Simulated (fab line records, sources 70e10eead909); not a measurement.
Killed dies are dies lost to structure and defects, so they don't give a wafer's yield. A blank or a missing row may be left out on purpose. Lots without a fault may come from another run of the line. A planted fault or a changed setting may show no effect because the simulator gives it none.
Chamber matching | flow nand_harc | NHARC_A_CONTACT_ETCH_90 on rie_diel-02: 4 sister chambers
The step etches the open film in CH3F/O2, target depth 40 nm, time 85.7 s. 8 wafers are shown with their chamber, then 7 later ones without.

WAFERS WITH THEIR CHAMBER
wafer  | chamber | showerhead_plenum_p_Torr (Torr) | drypump_motor_current_A (A)
L079.2 | 3       | 2.52                            | 6.10
L083.5 | 3       | 2.51                            | 6.07
L087.4 | 1       | 2.31                            | 5.49
L085.1 | 0       | 2.35                            | 5.82
L085.3 | 2       | 2.62                            | 5.19
L085.5 | 1       | 2.31                            | 5.48
L089.3 | 0       | 2.35                            | 5.84
L089.4 | 2       | 2.62                            | 5.14

WAFERS WITHOUT THEIR CHAMBER
wafer  | showerhead_plenum_p_Torr (Torr) | drypump_motor_current_A (A)
L089.5 | 2.62                            | 5.16
L094.1 | 2.30                            | 5.50
L094.2 | 2.34                            | 5.85
L094.5 | 2.30                            | 5.49
L094.3 | 2.61                            | 5.16
L094.4 | 2.50                            | 6.10
L094.6 | 2.34                            | 5.84

WHICH CHAMBER EACH WENT THROUGH
wafer  | from the rows above | in truth
L089.5 | 2                   | 2
L094.1 | 1                   | 1
L094.2 | 0                   | 0
L094.5 | 1                   | 1
L094.3 | 2                   | 2
L094.4 | 3                   | 3
L094.6 | 0                   | 0
Placed correctly: 7 of 7. Can't be placed from these rows: 0. Placed wrongly: 0.
How it was worked out, from the rows above alone: a wafer's distance from a chamber is the root of the sum, over the readings, of the square of ((its reading less the chamber's mean) divided by the reading's scatter). The wafer belongs to the nearest chamber; if the next one is less than 2 further off, it can't be placed. A chamber's mean is the mean of its shown wafers. The scatter: the root of (the sum of the squares of (reading less its chamber's mean) over the shown wafers, divided by (wafers less chambers)).
